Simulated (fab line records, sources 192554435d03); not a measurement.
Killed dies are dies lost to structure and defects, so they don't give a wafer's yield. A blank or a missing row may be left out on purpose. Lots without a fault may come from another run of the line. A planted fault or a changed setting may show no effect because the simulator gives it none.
fab line records | flow n5_finfet
record lots=7 wafers=21
route steps=1938 shown BEOL_M10@1494 BEOL_M11@1573 BEOL_M13@1662
start_h: hours from the record's first day to the start of the lot's first wafer shown | wait_h: hours since the lot's step before | " the same as in the row above | L1.1+2: a row that stands for several wafers | - no value, or no start given | * or withheld: withheld | < > ~ a bound
route shown NAME@n: a module of which the file shows steps, and the number in the route of the first | usual: mean/standard deviation of fault-free wafers | same: alike in all rows | chamber/n: place in a boat | sites: the reading at each site | _std_site: their standard deviation | _edge_site: outer sites' mean less inner sites' | radius_mm: how far each site lies from the wafer's centre | mask NAME#n: copy n | behind: the tool/chamber that last shaped the wafer | hold: why the lot was held/for how many hours/how that ended | device: the transistor (n, p or np) that didn't switch | end of line: the same wafers' tests at the end of the route | a step without rows: its recipe alone | killed: dies lost to structure and defects at the first sort, not the wafer's yield | map: a wafer's dies, x killed, . not, _ none there
set.NAME: the setting as run; set.NAME@STEP: as run at that earlier step | model.NAME: the simulator's own value behind a step, which no gauge read
lots whose settings were changed on purpose; a table a step, a row a wafer
## steps
# step N5_BEOL_M10_COAT_63
# recipe resist=SOC temp_c=250 time_s=60 spin_rpm=1500 resist_thk_nm=100
# columns lot.wafer tool chamber start_h wait_h set.spin_rpm model.SOC_of_BEOL_M10_COAT_63.thk_nm
L075.3 litho_track-04 0 223.25 0.8 1651 95.4
L075.4 " 0 " " 1500 100.4
L075.6 " 0 " " 1500 100
L076.3 litho_track-04 0 223.48 0.0 1571 97.8
L076.5 " 0 " " 1571 98.2
L076.6 " 0 " " 1500 100.6
L077.1 litho_track-01 0 230.34 0.4 1500 100.4
L077.2 " 0 " " 1544 99.2
L077.3 " 0 " " 1500 100.2
L080.2 litho_track-04 0 256.11 1.3 1500 100.8
L080.3+5 " 0 " " 1500 100.6
L081.3 litho_track-05 0 269.31 6.4 1500 100.2
L081.5 " 0 " " 1500 100
L081.6 " 0 " " 1500 100.4
L083.1 litho_track-01 0 274.88 0.4 1500 99.8
L083.3 " 0 " " 1500 100
L083.4 " 0 " " 1500 100.2
L093.1+4+5 litho_track-05 0 341.91 0.0 1500 100.2
# step N5_BEOL_M10_EXPOSE_25
# recipe mask_id=V9 na=1.35 source_shape=annular sigma_inner=0.5 sigma_outer=0.8 polarization=unpolarized dose_mj=85.5
# columns lot.wafer tool chamber start_h wait_h mask set.dose_mj
L075.3 arfi_scanner-01 0 223.59 - V9#0 85.5
L075.4+6 " 0 " " V9#0 81.22
L076.3+6 arfi_scanner-01 0 223.63 - V9#0 79.41
L076.5 " 0 " " V9#0 85.5
L077.1+2+3 arfi_scanner-01 0 230.46 - V9#0 83.37
L080.2 arfi_scanner-02 0 256.36 - V9#0 80.72
L080.3+5 " 0 " " V9#0 85.5
L081.3+5+6 arfi_scanner-02 0 269.57 - V9#0 85.5
L083.1+4 arfi_scanner-02 0 275.00 - V9#0 85.5
L083.3 " 0 " " V9#0 87.18
L093.1+4+5 arfi_scanner-02 0 342.16 - V9#0 81.7
# step N5_BEOL_M10_PEB_26
# recipe peb_temp_c=withheld peb_time_s=60 resist=CAR-ArF
# step N5_BEOL_M10_DEVELOP_27
# recipe develop_time_s=30 developer=TMAH resist=CAR-ArF rinse_liquid=diw dry=air_spin dev_temp_c=23
# step N5_BEOL_M10_CD_MEAS_28
# recipe target_cd_nm=70 landing_energy_ev=500 detector=se_inlens polarity=opening
# usual cd_nm=69.7/0.71
# columns lot.wafer tool chamber start_h wait_h set.dose_mj@BEOL_M10_EXPOSE_25 cd_nm
L075.3 cd_sem-01 0 223.71 - 85.5 69.4
L075.4 " 0 " " 81.22 65.6
L075.6 " 0 " " 81.22 64.6
L076.3 cd_sem-02 0 223.75 - 79.41 64.0
L076.5 " 0 " " 85.5 68.9
L076.6 " 0 " " 79.41 64.0
L077.1 cd_sem-03 0 230.59 - 83.37 66.2
L077.2 " 0 " " 83.37 66.7
L077.3 " 0 " " 83.37 66.3
L080.2 cd_sem-01 0 256.49 - 80.72 63.6
L080.3 " 0 " " 85.5 68.9
L080.5 " 0 " " 85.5 70.2
L081.3 cd_sem-01 0 269.69 - 85.5 69.5
L081.5 " 0 " " 85.5 69.5
L081.6 " 0 " " 85.5 70.6
L083.1 cd_sem-03 0 275.13 - 85.5 69.7
L083.3 " 0 " " 87.18 71.6
L083.4 " 0 " " 85.5 69.4
L093.1 cd_sem-03 0 342.29 - 81.7 65.9
L093.4 " 0 " " 81.7 66.7
L093.5 " 0 " " 81.7 66.8
# step N5_BEOL_M10_DESCUM_33
# recipe chemistry=O2 time_s=7.9 source_power_w=50 bias_power_w=20 pressure_mtorr=20 rf_frequency_hz=2.712e+07 temp_c=40 resist=CAR-ArF o2_flow_sccm=225
# step N5_BEOL_M10_ETCH_65
# recipe chemistry=CF4 target=SiARC target_depth_a=390 mask_material=CAR-ArF time_s=65 ion_energy_ev=80 pressure_mtorr=40 source_w=545 bias_w=36 Ar_flow_sccm=100 cf4_flow_sccm=100 ends=cleared
# step N5_BEOL_M10_ETCH_66
# recipe chemistry=N2/H2 target=SOC target_depth_a=1200 overetch_a=240 mask_material=SiARC temp_c=40 time_s=180 ion_energy_ev=200 pressure_mtorr=30 source_w=840 bias_w=150 n2_flow_sccm=200 h2_flow_sccm=200
# columns lot.wafer tool chamber start_h wait_h set.spin_rpm@BEOL_M10_COAT_63 model.etch.depth_nm
L075.3 rie_diel-03 0 223.99 0.0 1651 95.45
L075.4 " 3 " " 1500 100.5
L075.6 " 0 " " 1500 100.1
L076.3 rie_diel-04 0 224.00 0.0 1571 97.75
L076.5 " 0 " " 1571 98.19
L076.6 " 3 " " 1500 100.6
L077.1+3 rie_diel-06 2,1 230.76 0.0 1500 100.3
L077.2 " 0 " " 1544 99.11
L080.2 rie_diel-04 0 257.06 0.0 1500 100.8
L080.3 " 1 " " 1500 100.5
L080.5 " 0 " " 1500 100.6
L081.3 rie_diel-06 3 269.86 0.0 1500 100.2
L081.5 " 3 " " 1500 100
L081.6 " 2 " " 1500 100.5
L083.1 rie_diel-03 2 275.30 0.0 1500 99.86
L083.3 " 3 " " 1500 99.92
L083.4 " 1 " " 1500 100.2
L093.1+4 rie_diel-06 1 343.02 0.0 1500 100.2
L093.5 " 2 " " 1500 100.3
# step N5_BEOL_M10_STRIP_69
# recipe chemistry=N2/H2 temp_c=40 n2_flow_sccm=200 h2_flow_sccm=200 rf_frequency_hz=6e+07
# step N5_BEOL_M10_VIA_ETCH_34
# recipe chemistry=C4F6/O2 target=SiCOH_lowk target_depth_a=1845 mask_material=SOC taper_deg=4 time_s=69.2 ion_energy_ev=250 pressure_mtorr=30 source_w=345 bias_w=185 Ar_flow_sccm=300 C4F6_flow_sccm=10 O2_flow_sccm=10
# columns lot.wafer tool chamber start_h wait_h set.spin_rpm@BEOL_M10_COAT_63 model.SOC_of_BEOL_M10_COAT_63.thk_nm
L075.3 rie_diel-03 0 224.11 0.0 1651 87.4
L075.4 " 3 " " 1500 92.4
L075.6 " 0 " " 1500 92.2
L076.3 rie_diel-04 0 224.12 0.0 1571 89.8
L076.5 " 0 " " 1571 90.2
L076.6 " 3 " " 1500 92.6
L077.1+3 rie_diel-06 2,1 230.89 0.0 1500 92.2
L077.2 " 0 " " 1544 91.2
L080.2 rie_diel-04 0 257.18 0.0 1500 92.8
L080.3 " 1 " " 1500 92.4
L080.5 " 0 " " 1500 92.6
L081.3+6 rie_diel-06 3,2 269.98 0.0 1500 92.4
L081.5 " 3 " " 1500 92.2
L083.1+3+4 rie_diel-03 2,3,1 275.43 0.0 1500 92
L093.1 rie_diel-06 1 343.15 0.0 1500 92
L093.4+5 " 1,2 " " 1500 92.2
# step N5_BEOL_M11_ETCH_66
# recipe chemistry=N2/H2 target=SOC target_depth_a=1200 overetch_a=240 mask_material=SiARC temp_c=40 time_s=180 ion_energy_ev=200 pressure_mtorr=30 source_w=840 bias_w=150 n2_flow_sccm=200 h2_flow_sccm=200
# columns lot.wafer tool chamber start_h wait_h set.time_s model.SiARC_of_BEOL_M11_COAT_64.thk_nm
L076.3 rie_diel-01 3 230.89 0.0 180 22.8
L076.5 " 1 " " 199.5 22.4
L076.6 " 0 " " 199.5 22
L075.3+4 rie_diel-01 2 234.92 0.0 180 22.6
L075.6 " 0 " " 194.4 21.8
L077.1+2 rie_diel-02 0,3 240.38 0.0 161.4 23.6
L077.3 " 2 " " 180 22.4
L080.2+5 rie_diel-02 3 269.37 0.0 180 22.8
L080.3 " 2 " " 180 22.4
L081.3 rie_diel-02 1 277.65 0.0 180 22.8
L081.5 " 1 " " 180 22.6
L081.6 " 2 " " 180 22.4
L083.1 rie_diel-05 0 282.36 0.0 151.1 23.6
L083.3 " 2 " " 180 22.6
L083.4 " 1 " " 180 22.8
L093.1+4 rie_diel-01 3,0 352.16 0.0 180 22.8
L093.5 " 0 " " 217.9 21.4
# step N5_BEOL_M11_TRENCH_ETCH_37
# recipe chemistry=C4F6/O2 target_depth_a=1488.3 target=SiCOH_lowk time_s=48 ion_energy_ev=250 pressure_mtorr=30 source_w=345 bias_w=185 Ar_flow_sccm=300 C4F6_flow_sccm=10 O2_flow_sccm=10
# usual rf_vpp_V=667/5.6
# columns lot.wafer tool chamber start_h wait_h set.bias_w rf_vpp_V
L076.3 rie_diel-01 3 - - 185 667
L076.5 " 1 " " 196.4 692
L076.6 " 0 " " 196.4 704
L075.3 rie_diel-01 2 - - 196.5 711
L075.4 " 2 " " 185 679
L075.6 " 0 " " 185 673
L077.1 rie_diel-02 0 - - 215.1 743
L077.2 " 3 " " 215.1 751
L077.3 " 2 " " 185 667
L080.2 rie_diel-02 3 - - 166.3 612
L080.3 " 2 " " 185 666
L080.5 " 3 " " 166.3 612
L081.3 rie_diel-02 1 - - 185 667
L081.5 " 1 " " 185 666
L081.6 " 2 " " 185 665
L083.1 rie_diel-05 0 - - 185 660
L083.3 " 2 " " 165.3 616
L083.4 " 1 " " 165.3 608
L093.1 rie_diel-01 3 - - 217.1 755
L093.4 " 0 " " 185 672
L093.5 " 0 " " 185 671
# step N5_BEOL_M11_ETCH_41
# recipe chemistry=CH3F/O2 target=SiCN target_depth_a=426 taper_deg=2 time_s=86 ion_energy_ev=120 mask_material=TiN pressure_mtorr=30 source_w=395 bias_w=75 Ar_flow_sccm=150 CH3F_flow_sccm=30 O2_flow_sccm=20
# columns lot.wafer tool chamber start_h wait_h set.time_s model.etch.depth_nm
L076.3 rie_diel-01 3 - - 86 32.61
L076.5 " 1 " " 103.8 37.99
L076.6 " 0 " " 86 32.77
L075.3 rie_diel-01 2 - - 103.3 38.47
L075.4 " 2 " " 86 31.87
L075.6 " 0 " " 103.3 38.89
L077.1 rie_diel-02 0 - - 86 32.87
L077.2 " 3 " " 67.65 25.54
L077.3 " 2 " " 67.65 26.61
L080.2 rie_diel-02 3 - - 86 32.39
L080.3 " 2 " " 86 33.76
L080.5 " 3 " " 78.03 29.36
L081.3 rie_diel-02 1 - - 86 33.24
L081.5 " 1 " " 86 32.88
L081.6 " 2 " " 86 33.91
L083.1 rie_diel-05 0 - - 86 33.22
L083.3 " 2 " " 91.67 34.98
L083.4 " 1 " " 86 32.87
L093.1 rie_diel-01 3 - - 86 32.79
L093.4 " 0 " " 86 33.04
L093.5 " 0 " " 101.7 38.66
# step N5_BEOL_M13_COAT_04
# recipe spin_rpm=1625 resist_thk_nm=400
# columns lot.wafer tool chamber start_h wait_h set.spin_rpm model.coat_of_BEOL_M13_COAT_04.thk_nm
L076.3 litho_track-04 0 - - 1764 382.8
L076.5 " 0 " " 1625 399
L076.6 " 0 " " 1764 383.4
L075.3 litho_track-03 0 - - 1625 398.4
L075.4 " 0 " " 1740 384
L075.6 " 0 " " 1625 398.6
L077.1+2 litho_track-01 0 - - 1625 399.6
L077.3 " 0 " " 1625 398.6
L080.2 litho_track-03 0 - - 1625 402.4
L080.3 " 0 " " 1513 417
L080.5 " 0 " " 1513 417.4
L081.3+6 litho_track-04 0 - - 1625 400.8
L081.5 " 0 " " 1625 401.2
L083.1 litho_track-04 0 - - 1625 400.2
L083.3 " 0 " " 1625 400
L083.4 " 0 " " 1625 400.4
L093.1 litho_track-01 0 - - 1625 400.4
L093.4 " 0 " " 1672 394.8
L093.5 " 0 " " 1625 401.2
# step N5_BEOL_M13_EXPOSE_07
# recipe mask_id=V12 na=0.93 source_shape=conventional sigma_outer=0.6 polarization=unpolarized attpsm_phase_deg=180 dose_mj=24.8
# columns lot.wafer tool chamber start_h wait_h mask set.dose_mj
L076.3+5 krf_scanner-02 0 242.39 - V12#0 25.8
L076.6 " 0 " " V12#0 24.8
L075.3 krf_scanner-01 0 243.13 - V12#0 24.8
L075.4+6 " 0 " " V12#0 26.41
L077.1+2+3 krf_scanner-01 0 251.70 - V12#0 24.8
L080.2+3 krf_scanner-01 0 279.36 - V12#0 25.95
L080.5 " 0 " " V12#0 24.8
L081.3+5+6 krf_scanner-01 0 285.13 - V12#0 24.8
L083.1+3+4 krf_scanner-01 0 292.76 - V12#0 24.8
L093.1+4 krf_scanner-02 0 363.29 - V12#0 24.8
L093.5 " 0 " " V12#0 23.46
# step N5_BEOL_M13_PEB_08
# recipe peb_temp_c=130 peb_time_s=90
# step N5_BEOL_M13_DEVELOP_09
# recipe develop_time_s=45 rinse_liquid=diw dry=air_spin dev_temp_c=21
# step N5_BEOL_M13_HARDBAKE_14
# recipe temp_c=130 time_s=120
# step N5_BEOL_M13_CD_MEAS_10
# recipe target_cd_nm=190 landing_energy_ev=500 detector=se_inlens polarity=opening
# usual cd_nm=188.8/1.2
# columns lot.wafer tool chamber start_h wait_h set.dose_mj@BEOL_M13_EXPOSE_07 cd_nm
L076.3 cd_sem-02 0 242.55 - 25.8 193.9
L076.5 " 0 " " 25.8 193.8
L076.6 " 0 " " 24.8 189.6
L075.3 cd_sem-01 0 243.30 - 24.8 187.6
L075.4 " 0 " " 26.41 195.8
L075.6 " 0 " " 26.41 196.7
L077.1 cd_sem-03 0 251.87 - 24.8 188.5
L077.2 " 0 " " 24.8 188.6
L077.3 " 0 " " 24.8 187.9
L080.2 cd_sem-03 0 279.52 - 25.95 195.1
L080.3 " 0 " " 25.95 193.9
L080.5 " 0 " " 24.8 188.4
L081.3 cd_sem-02 0 285.30 - 24.8 190.5
L081.5 " 0 " " 24.8 191.1
L081.6 " 0 " " 24.8 190.7
L083.1 cd_sem-01 0 292.94 - 24.8 189.1
L083.3 " 0 " " 24.8 188.6
L083.4 " 0 " " 24.8 188.2
L093.1 cd_sem-01 0 363.47 - 24.8 188.9
L093.4 " 0 " " 24.8 187.8
L093.5 " 0 " " 23.46 182.4
# step N5_BEOL_M13_DESCUM_15
# recipe chemistry=O2 time_s=7.9 source_power_w=50 bias_power_w=20 pressure_mtorr=20 rf_frequency_hz=2.712e+07 temp_c=40 o2_flow_sccm=225
# step N5_BEOL_M13_ETCH_59
# recipe chemistry=N2/H2 target=BARC target_depth_a=890 overetch_a=267 time_s=67.9 ion_energy_ev=200 pressure_mtorr=30 source_w=840 bias_w=150 n2_flow_sccm=200 h2_flow_sccm=200
# step N5_BEOL_M13_VIA_ETCH_16
# recipe chemistry=C4F8/O2/Ar target=SiOC pressure_mtorr=30 source_w=3000 bias_w=700 Ar_flow_sccm=400 C4F8_flow_sccm=15 O2_flow_sccm=8 he_inner_torr=15 he_outer_torr=30 target_depth_a=9217 time_s=withheld ion_energy_ev=250 ends=cleared
# columns lot.wafer tool chamber start_h wait_h set.spin_rpm@BEOL_M13_COAT_04 model.coat_of_BEOL_M13_COAT_04.thk_nm
L076.3 rie_diel-01 0 242.72 0.0 1764 56.2
L076.5 " 2 " " 1625 67.8
L076.6 " 0 " " 1764 51.2
L075.3 rie_diel-01 3 243.47 0.0 1625 71.8
L075.4 " 0 " " 1740 55.4
L075.6 " 2 " " 1625 69.8
L077.1 rie_diel-01 3 252.05 0.0 1625 73
L077.2 " 0 " " 1625 71.4
L077.3 " 2 " " 1625 70.4
L080.2 rie_diel-02 0 279.72 0.0 1625 77
L080.3 " 3 " " 1513 93
L080.5 " 2 " " 1513 86.4
L081.3 rie_diel-01 2 285.47 0.0 1625 70.2
L081.5 " 3 " " 1625 64.6
L081.6 " 2 " " 1625 67.4
L083.1 rie_diel-01 3 293.11 0.0 1625 71.8
L083.3 " 0 " " 1625 72.8
L083.4 " 3 " " 1625 65
L093.1 rie_diel-01 3 364.18 0.0 1625 76.8
L093.4 " 0 " " 1672 67
L093.5 " 3 " " 1625 75.8
# step N5_BEOL_M13_STRIP_63
# recipe chemistry=N2/H2 power_w=1000 temp_c=250 h2_frac=0.65 overash_fraction=0.3 pressure_mtorr=1000 n2_flow_sccm=1750 h2_flow_sccm=3250
# usual strip_time_to_endpoint_s=27.9/1
# columns lot.wafer tool chamber start_h wait_h set.spin_rpm@BEOL_M13_COAT_04 strip_time_to_endpoint_s
L076.3 plasma_asher-01 0 242.98 - 1764 23.5
L076.5 " 0 " " 1625 27.0
L076.6 " 1 " " 1764 22.0
L075.3 plasma_asher-02 0 243.72 - 1625 28.2
L075.4 " 1 " " 1740 23.3
L075.6 " 0 " " 1625 27.6
L077.1 plasma_asher-01 1 252.28 - 1625 28.6
L077.2 " 0 " " 1625 28.1
L077.3 " 1 " " 1625 27.8
L080.2 plasma_asher-02 0 279.96 - 1625 29.7
L080.3 " 0 " " 1513 34.3
L080.5 " 1 " " 1513 32.4
L081.3 plasma_asher-02 1 285.73 - 1625 27.7
L081.5 " 1 " " 1625 26.1
L081.6 " 0 " " 1625 26.9
L083.1 plasma_asher-01 0 293.35 - 1625 28.2
L083.3 " 0 " " 1625 28.5
L083.4 " 1 " " 1625 26.2
L093.1 plasma_asher-02 0 364.42 - 1625 29.6
L093.4 " 0 " " 1672 26.8
L093.5 " 0 " " 1625 29.4
# step N5_BEOL_M13_STRIP_64
# recipe chemistry=N2/H2 power_w=1000 temp_c=250 h2_frac=0.65 overash_fraction=0.3 pressure_mtorr=withheld n2_flow_sccm=1750 h2_flow_sccm=3250
# step N5_BEOL_M13_STRIP_71
# recipe chemistry=post_etch_residue_remover time_s=60 temp_c=25 remover_ph=withheld remover_water_wt_pct=withheld remover_fluoride_wt_pct=withheld
# step N5_BEOL_M13_SRD_72
# recipe time_s=30 temp_c=23 rinse_liquid=diw dry=n2_spin spin_rpm=1500 dry_time_s=30
# step N5_BEOL_M13_CD_MEAS_17
# recipe target_cd_nm=190 polarity=opening
# usual cd_nm=189.3/1.4
# columns lot.wafer tool chamber start_h wait_h set.dose_mj@BEOL_M13_EXPOSE_07 cd_nm
L076.3 cd_sem-02 - 243.17 0.0 25.8 193.7
L076.5 " - " " 25.8 193.6
L076.6 " - " " 24.8 189.5
L075.3 cd_sem-01 - 243.91 0.0 24.8 188.0
L075.4 " - " " 26.41 195.6
L075.6 " - " " 26.41 196.5
L077.1 cd_sem-02 - 252.49 0.0 24.8 187.5
L077.2 " - " " 24.8 188.8
L077.3 " - " " 24.8 187.6
L080.2 cd_sem-03 - 280.17 0.0 25.95 195.7
L080.3 " - " " 25.95 195.0
L080.5 " - " " 24.8 190.5
L081.3 cd_sem-01 - 285.92 0.0 24.8 190.3
L081.5 " - " " 24.8 191.4
L081.6 " - " " 24.8 191.1
L083.1 cd_sem-02 - 293.55 0.0 24.8 190.1
L083.3 " - " " 24.8 189.2
L083.4 " - " " 24.8 189.1
L093.1 cd_sem-02 - 364.63 0.0 24.8 189.5
L093.4 " - " " 24.8 189.3
L093.5 " - " " 23.46 182.9
# step N5_BEOL_M13_SPUTTER_43
# recipe material=TaN target_thk_a=150 temp_c=50 bias_v=168.6 power_w=15000 chamber_pressure_pa=0.12 time_s=24.19
# columns lot.wafer tool chamber start_h wait_h set.time_s model.TaN_of_BEOL_M13_SPUTTER_43.thk_nm
L075.3 pvd_sputter-03 - 245.74 0.0 24.19 15
L075.4+6 " - " " 26.9 16.8
L076.3+6 pvd_sputter-01 - 246.20 0.0 24.19 15
L076.5 " - " " 24.19 14.8
L077.1 pvd_sputter-02 - 254.66 0.0 24.19 14.8
L077.2 " - " " 21.12 12.8
L077.3 " - " " 24.19 14.6
L080.2 pvd_sputter-01 - 282.57 0.0 24.19 15
L080.3+5 " - " " 22.17 13.8
L081.3+5 pvd_sputter-02 - 288.90 0.0 24.19 15
L081.6 " - " " 24.19 14.8
L083.1+3 pvd_sputter-02 - 300.05 0.0 24.19 14.8
L083.4 " - " " 21.3 13.2
L093.1 pvd_sputter-03 - 368.54 0.0 24.19 15.2
L093.4 " - " " 26.6 16.8
L093.5 " - " " 26.6 16.6
# step N5_BEOL_M13_CMP_49
# recipe stop_on=SiOC t_overpolish_s=17.1 down_force_psi=1 platen_rpm=50 clearing_platen_down_force_psi=1.5 clearing_platen_rpm=50 post_cmp_clean=cu_alkaline target_thk_nm=420 clearing_platen_pad_velocity_m_s=0.99484 pad_velocity_m_s=0.99484
# usual barrier_field_endpoint_s=30.4/0.69
# columns lot.wafer tool chamber start_h wait_h set.down_force_psi barrier_field_endpoint_s
L075.3 cmp-04 2 246.48 0.2 0.8107 37.3
L075.4 " 3 " " 0.8107 39.2
L075.6 " 2 " " 1 31.4
L076.3 cmp-04 1 247.27 0.3 1 30.5
L076.5 " 2 " " 1.075 27.9
L076.6 " 3 " " 1.075 27.5
L077.1 cmp-04 3 255.48 0.3 0.9299 32.3
L077.3 " 0 " " 1 30.3
L077.2 " 1 " " 1 28.3
L080.2 cmp-01 0 283.42 0.2 1 31.2
L080.3 " 1 " " 1.141 26.5
L080.5 " 0 " " 1.141 25.1
L081.3 cmp-02 3 289.92 0.4 1 30.6
L081.6 " 3 " " 1 29.8
L081.5 " 0 " " 1 29.6
L083.4 cmp-04 2 300.78 0.1 1 27.9
L083.3 " 0 " " 1 29.6
L083.1 " 1 " " 1 30.8
L093.4 cmp-04 2 369.33 0.2 0.9092 35.5
L093.1 " 3 " " 1 30.1
L093.5 " 2 " " 0.9092 35.3
## key
split step=N5_BEOL_M10_COAT_63 setting=spin_rpm stated=1500 by=wafer
response step=N5_BEOL_M10_COAT_63 reading=model.SOC_of_BEOL_M10_COAT_63.thk_nm change=-0.482 per=1% r=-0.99
response step=N5_BEOL_M10_ETCH_66 reading=model.etch.depth_nm change=-0.486 per=1% r=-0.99
response step=N5_BEOL_M10_VIA_ETCH_34 reading=model.SOC_of_BEOL_M10_COAT_63.thk_nm change=-0.488 per=1% r=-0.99
split step=N5_BEOL_M10_EXPOSE_25 setting=dose_mj stated=85.5 by=wafer
response step=N5_BEOL_M10_CD_MEAS_28 reading=cd_nm change=+0.846 per=1% r=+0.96
split step=N5_BEOL_M11_ETCH_66 setting=time_s stated=180 by=wafer
response step=N5_BEOL_M11_ETCH_66 reading=model.SiARC_of_BEOL_M11_COAT_64.thk_nm change=-0.07 per=1% r=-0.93
split step=N5_BEOL_M11_TRENCH_ETCH_37 setting=bias_w stated=185 by=wafer
response step=N5_BEOL_M11_TRENCH_ETCH_37 reading=rf_vpp_V change=+4.93 per=1% r=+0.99
split step=N5_BEOL_M11_ETCH_41 setting=time_s stated=86 by=wafer
response step=N5_BEOL_M11_ETCH_41 reading=model.etch.depth_nm change=+0.31 per=1% r=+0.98
split step=N5_BEOL_M13_COAT_04 setting=spin_rpm stated=1625 by=wafer
response step=N5_BEOL_M13_COAT_04 reading=model.coat_of_BEOL_M13_COAT_04.thk_nm change=-2 per=1% r=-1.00
response step=N5_BEOL_M13_VIA_ETCH_16 reading=model.coat_of_BEOL_M13_COAT_04.thk_nm change=-1.92 per=1% r=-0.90
response step=N5_BEOL_M13_STRIP_63 reading=strip_time_to_endpoint_s change=* per=1% r=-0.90
split step=N5_BEOL_M13_EXPOSE_07 setting=dose_mj stated=24.8 by=wafer
response step=N5_BEOL_M13_CD_MEAS_10 reading=cd_nm change=+1.23 per=1% r=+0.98
response step=N5_BEOL_M13_CD_MEAS_17 reading=cd_nm change=+1.16 per=1% r=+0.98
split step=N5_BEOL_M13_SPUTTER_43 setting=time_s stated=24.19 by=wafer
response step=N5_BEOL_M13_SPUTTER_43 reading=model.TaN_of_BEOL_M13_SPUTTER_43.thk_nm change=+0.148 per=1% r=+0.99
split step=N5_BEOL_M13_CMP_49 setting=down_force_psi stated=1 by=wafer
response step=N5_BEOL_M13_CMP_49 reading=barrier_field_endpoint_s change=-0.398 per=1% r=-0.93
